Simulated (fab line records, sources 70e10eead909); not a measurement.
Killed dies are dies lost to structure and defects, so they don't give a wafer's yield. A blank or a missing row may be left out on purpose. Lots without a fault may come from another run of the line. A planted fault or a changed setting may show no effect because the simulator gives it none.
Chamber matching | flow nand_harc | NHARC_P_BONDPAD_STRIP_15 on rie_diel-08: 4 sister chambers
The step strips in O2. 8 wafers are shown with their chamber, then 7 later ones without.

WAFERS WITH THEIR CHAMBER
wafer  | chamber | drypump_motor_current_A (A) | rf_vpp_V (V)
L081.4 | 2       | 6.5                         | 59.1
L083.2 | 0       | 5.7                         | 58.5
L083.4 | 2       | 6.6                         | 57.6
L085.1 | 1       | 5.9                         | 57.2
L085.5 | 0       | 5.7                         | 58.6
L085.6 | 3       | 6.6                         | 56.7
L088.1 | 3       | 6.6                         | 58.1
L088.3 | 1       | 5.9                         | 59.4

WAFERS WITHOUT THEIR CHAMBER
wafer  | drypump_motor_current_A (A) | rf_vpp_V (V)
L088.4 | 5.7                         | 58.0
L091.3 | 5.7                         | 57.5
L091.5 | 6.6                         | 58.0
L091.6 | 5.9                         | 57.6
L092.1 | 5.9                         | 57.7
L092.5 | 6.5                         | 56.5
L092.6 | 6.6                         | 58.4

WHICH CHAMBER EACH WENT THROUGH
wafer  | from the rows above     | in truth
L088.4 | 0                       | 0
L091.3 | 0                       | 0
L091.5 | can't be placed: 3 or 2 | 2
L091.6 | 1                       | 1
L092.1 | 1                       | 1
L092.5 | can't be placed: 2 or 3 | 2
L092.6 | can't be placed: 3 or 2 | 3
Placed correctly: 4 of 7. Can't be placed from these rows: 3 (the true chamber is among the candidates in 3). Placed wrongly: 0.
How it was worked out, from the rows above alone: a wafer's distance from a chamber is the root of the sum, over the readings, of the square of ((its reading less the chamber's mean) divided by the reading's scatter). The wafer belongs to the nearest chamber; if the next one is less than 2 further off, it can't be placed. A chamber's mean is the mean of its shown wafers. The scatter: the root of (the sum of the squares of (reading less its chamber's mean) over the shown wafers, divided by (wafers less chambers)).
